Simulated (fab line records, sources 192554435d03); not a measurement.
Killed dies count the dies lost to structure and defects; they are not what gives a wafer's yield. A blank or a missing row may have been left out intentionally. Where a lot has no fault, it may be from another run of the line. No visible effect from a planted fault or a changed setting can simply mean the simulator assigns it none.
Which tool is to blame? -- flow n5 finfet -- 9 lots (27 wafers sampled), 1 step of a 1938-step route

WHAT THE GAUGES READ, wafer by wafer
N5_BEOL_M4_RC_MEAS_101.
lot,measured,on,DIBL_N (mV/V),DIBL_P (mV/V),IOFF_N (nA/um),IOFF_P (nA/um),ION_N (uA/um),ION_P (uA/um),SS_N (mV/dec),SS_P (mV/dec),VT_N (mV),VT_P (mV)
L464,day 8 00:26,prober-02,35.2 37.8 35.8,33.4 36.8 34.4,0.12 0.17 0.14,0.18 0.23 0.19,658 676 672,453 464 459,71.4 71.9 71.5,72.0 73.4 72.6,252 248 252,-254 -248 -250
L467,day 8 16:58,prober-02,35.0 33.2 33.3,34.4 31.5 32.3,0.14 0.10 0.11,0.18 0.13 0.15,666 647 650,453 440 452,71.1 70.8 70.9,73.2 72.8 72.7,249 256 256,-254 -256 -253
L468,day 8 23:09,prober-02,36.8 35.0 36.5,38.7 37.0 38.6,0.17 0.15 0.16,0.20 0.18 0.21,675 675 675,453 458 453,71.6 70.9 71.7,73.8 73.1 73.9,250 253 253,-254 -255 -252
L469,day 9 05:11,prober-02,35.9 39.3 35.9,34.6 38.7 34.3,0.14 0.22 0.15,0.17 0.23 0.16,657 689 672,444 463 452,71.6 73.1 72.0,73.7 74.5 73.3,255 247 251,-256 -251 -256
L484,day 13 08:12,prober-02,36.1 35.3 33.6,35.6 35.6 32.8,0.18 0.17 0.13,0.19 0.19 0.15,695 681 672,465 459 451,71.7 71.2 71.2,73.0 72.9 72.8,246 247 252,-253 -252 -256
L480,day 13 14:58,prober-02,36.1 36.9 36.7,37.3 37.7 38.0,0.15 0.16 0.16,0.22 0.22 0.22,661 669 684,462 469 474,71.3 70.7 72.0,73.1 72.8 73.5,249 249 249,-248 -245 -248
L483,day 13 20:22,prober-02,36.9 34.1 39.1,37.5 33.3 39.4,0.17 0.12 0.21,0.21 0.14 0.23,678 659 682,459 448 458,71.0 70.7 72.3,73.6 72.5 73.4,248 255 246,-251 -256 -251
L485,day 14 05:52,prober-01,37.9 37.1 40.2,38.8 37.0 40.1,0.20 0.18 0.24,0.25 0.22 0.28,699 679 693,473 463 469,72.3 71.9 72.8,74.4 73.8 74.6,245 246 243,-248 -249 -250
L482,day 14 07:01,prober-02,37.0 34.8 38.7,38.8 34.8 38.5,0.20 0.15 0.24,0.25 0.19 0.24,682 666 676,462 454 458,71.8 71.2 72.4,74.3 74.1 74.0,247 249 244,-248 -252 -249

WHICH TOOL RAN EACH LOT (tool, then ch and the chambers of the sampled wafers, then the start)
The record shows no process step preceding these readings.

AS READ BY THE TOOLS THEMSELVES (means over the sampled wafers that have a number; for cases with no such wafer, the mark the record gives instead)
The record holds no such reading with a usual standard deviation.

THE ANSWER, worked out from the rows above alone
Rule: the usual values come from the lots themselves. The widest of any qualifying gaps counts: lots, ordered by their means at a reading, are off when they make up no more than a third of the lots, leave a main group of 4 or more, and stand apart from it by 3 or more times the standard deviation of that group's means. Not used: any main group whose means are identical at the precision the tables above print for the reading. Also off: a lot with no number at a reading for which 4 or more lots have one. All remaining lots with rows at the step are treated as sound. Order of review: gauges by route order, followed by the tools' own readings, for which a lot's mean as printed above is used. At the first step where some lot is off, the reading lying furthest off is the one used; lots without a number count as furthest.
Nothing can be told from this: no lot is off at any reading shown.

WHAT THE SIMULATOR PUT IN
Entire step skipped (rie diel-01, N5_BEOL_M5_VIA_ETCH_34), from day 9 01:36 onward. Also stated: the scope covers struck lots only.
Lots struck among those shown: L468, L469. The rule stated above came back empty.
